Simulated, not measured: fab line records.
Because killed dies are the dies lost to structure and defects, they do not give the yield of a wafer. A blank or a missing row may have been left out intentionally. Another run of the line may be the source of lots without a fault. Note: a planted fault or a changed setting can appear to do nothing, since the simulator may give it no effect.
Matching of chambers + flow nand harc + NHARC_A_STAIRCASE_CMP_450 on cmp-02 has 4 sister chambers
The step polishes SiO2, target thk 200 nm. 16 wafers are shown with their chamber, then 8 later ones without.

WAFERS WITH THEIR CHAMBER
| wafer  | chamber | motor current A (A) |
|--------|---------|---------------------|
| L205.1 | 0       | 14.6                |
| L205.2 | 3       | 10.1                |
| L205.6 | 2       | 12.3                |
| L209.2 | 0       | 13.5                |
| L209.3 | 3       | 9.7                 |
| L209.6 | 2       | 13.3                |
| L212.1 | 0       | 12.8                |
| L212.3 | 1       | 12.3                |
| L212.6 | 1       | 12.5                |
| L216.3 | 3       | 10.1                |
| L216.5 | 1       | 12.8                |
| L216.6 | 2       | 12.9                |
| L220.1 | 3       | 10.5                |
| L220.3 | 1       | 12.3                |
| L220.4 | 0       | 13.4                |
| L223.1 | 0       | 13.0                |

SIGNATURES (means of the wafers above)
| reading         | chamber 0 | chamber 1 | chamber 2 | chamber 3 | scatter within a chamber |
|-----------------|-----------|-----------|-----------|-----------|--------------------------|
| motor current A | 13.460    | 12.475    | 12.833    | 10.100    | 0.495                    |
Rule: a wafer lies at a distance from a chamber equal to the root of the sum of squares, over the readings, of (its reading less the chamber's mean, divided by the reading's scatter). If the next closest chamber is less than 2 further off than the closest, the wafer can't be placed; otherwise it belongs to the closest. The scatter: take each reading less its chamber's mean, square it, sum over the shown wafers, divide by the number of wafers less the number of chambers, and take the root.

WAFERS WITH NO CHAMBER GIVEN
| wafer  | motor current A (A) |
|--------|---------------------|
| L223.5 | 13.4                |
| L223.6 | 12.7                |
| L226.1 | 10.6                |
| L226.4 | 13.2                |
| L226.5 | 12.6                |
| L227.1 | 10.5                |
| L227.3 | 12.7                |
| L227.4 | 13.8                |

EACH ONE'S CHAMBER
| wafer  | from the rows above          | in truth |
|--------|------------------------------|----------|
| L223.5 | can't be placed: 0 or 2 or 1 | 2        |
| L223.6 | can't be placed: 2 or 1 or 0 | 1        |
| L226.1 | 3                            | 3        |
| L226.4 | can't be placed: 0 or 2 or 1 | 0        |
| L226.5 | can't be placed: 1 or 2 or 0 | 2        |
| L227.1 | 3                            | 3        |
| L227.3 | can't be placed: 2 or 1 or 0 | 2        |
| L227.4 | can't be placed: 0 or 2 or 1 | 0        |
Correctly placed: 2 of 8. From these rows, 6 cannot be placed; in 6 the true chamber is one of the candidates. Placed wrongly: 0.
